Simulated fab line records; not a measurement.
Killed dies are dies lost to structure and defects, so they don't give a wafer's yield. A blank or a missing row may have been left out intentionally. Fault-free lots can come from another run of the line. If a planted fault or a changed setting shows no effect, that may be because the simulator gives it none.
Which tool did it? + flow n5-finfet + Sampling: 9 lots, 27 wafers, 4 of 1938 route steps

WHAT THE GAUGES SHOWED, per wafer
N5_BEOL_M4_RC_MEAS_101.
| lot  | measured     | on        | IOFF_P (nA/um) |
|------|--------------|-----------|----------------|
| L571 | day 8 14:59  | prober-02 | 0.17 0.17 0.20 |
| L577 | day 9 09:58  | prober-02 | 0.24 0.24 0.21 |
| L580 | day 10 13:35 | prober-02 | 0.23 0.19 0.16 |
| L583 | day 11 17:28 | prober-01 | 0.25 0.27 0.27 |
| L584 | day 11 19:24 | prober-01 | 0.20 0.21 0.25 |
| L586 | day 11 23:17 | prober-01 | 0.20 0.21 1.21 |
| L591 | day 13 10:04 | prober-02 | 0.20 0.22 0.23 |
| L593 | day 13 21:25 | prober-01 | 0.30 0.26 0.26 |
| L594 | day 14 20:04 | prober-01 | 0.21 0.23 0.23 |

EACH LOT AND THE TOOL THAT RAN IT (in order: tool; ch and the chambers of the sampled wafers; start)
| lot  | N5_PMOS_HMC_CHANNEL_EPI_ETCH_38 | N5_PMOS_HMC_CHANNEL_EPI_FIN_RECESS_16 | N5_PMOS_HMC_CHANNEL_EPI_EPI_26 |
|------|---------------------------------|---------------------------------------|--------------------------------|
| L571 | rie-si-06 ch 2,3, day 1 17:55   | rie-si-06 ch 2,3, day 1 17:56         | epi-rpcvd-04 ch 0, day 1 20:51 |
| L577 | rie-si-01 ch 0,1,3, day 3 05:59 | rie-si-01 ch 0,1,3, day 3 06:01       | epi-rpcvd-03 ch 0, day 3 08:01 |
| L580 | rie-si-04 ch 0,3, day 4 00:42   | rie-si-04 ch 0,3, day 4 00:43         | epi-rpcvd-03 ch 0, day 4 02:42 |
| L583 | rie-si-01 ch 0,1,2, day 4 18:36 | rie-si-01 ch 0,1,2, day 4 18:37       | epi-rpcvd-01 ch 0, day 4 21:04 |
| L584 | rie-si-06 ch 0,2,3, day 5 01:31 | rie-si-06 ch 0,2,3, day 5 01:32       | epi-rpcvd-03 ch 0, day 5 03:34 |
| L586 | rie-si-06 ch 1,2,3, day 5 11:37 | rie-si-06 ch 1,2,3, day 5 11:38       | epi-rpcvd-04 ch 0, day 5 15:11 |
| L591 | rie-si-04 ch 1,3, day 6 19:44   | rie-si-04 ch 1,3, day 6 19:46         | epi-rpcvd-03 ch 0, day 6 21:48 |
| L593 | rie-si-01 ch 0,1,2, day 7 06:02 | rie-si-01 ch 0,1,2, day 7 06:03       | epi-rpcvd-04 ch 0, day 7 08:01 |
| L594 | rie-si-04 ch 0,2,3, day 7 12:01 | rie-si-04 ch 0,2,3, day 7 12:02       | epi-rpcvd-03 ch 0, day 7 13:57 |
- N5_PMOS_HMC_CHANNEL_EPI_ETCH_38: etches SiO2 in CF4, target depth 1.5 nm.
- N5_PMOS_HMC_CHANNEL_EPI_FIN_RECESS_16: chemistry HBr/Cl2, target Si, target depth 54 nm, time 18 s.
- N5_PMOS_HMC_CHANNEL_EPI_EPI_26: deposits Si from SiH4/H2, target thk 3.8 nm, time 22.7 s.

THE ANSWER, worked out from the rows above alone
Rule: the usual values come from the lots themselves. Put in order of their means at a reading, lots are off if they are a third of the lots or fewer, leave a main group of 4 or more, and stand apart from it by a gap of 3 or more times the standard deviation of the main group's means; of several such gaps the widest counts. If all means in a main group match to the digits the tables above print for the reading, that group is not used. Also off: a lot with no number at a reading for which 4 or more lots have one. Where the step has rows for the other lots, those lots are counted as sound.
Off: at N5_BEOL_M4_RC_MEAS_101 (IOFF_P), L586. For the main group the mean is 0.23 nA/um and the standard deviation 0.029.
If a tool, at a process step before that reading, ran all the lots that are off and no sound lot after the first of them, it fits. Gauges at N5_BEOL_M4_RC_MEAS_101: tried the same way as those tools. One fits: N5_PMOS_HMC_CHANNEL_EPI_ETCH_38 and N5_PMOS_HMC_CHANNEL_EPI_FIN_RECESS_16 on rie-si-06. At N5_PMOS_HMC_CHANNEL_EPI_ETCH_38 its last sound lot is L584 (day 5 01:31), its first lot that is off L586 (day 5 11:37): a fault that began between those two fits.

WHAT HAD BEEN PUT IN BY THE SIMULATOR
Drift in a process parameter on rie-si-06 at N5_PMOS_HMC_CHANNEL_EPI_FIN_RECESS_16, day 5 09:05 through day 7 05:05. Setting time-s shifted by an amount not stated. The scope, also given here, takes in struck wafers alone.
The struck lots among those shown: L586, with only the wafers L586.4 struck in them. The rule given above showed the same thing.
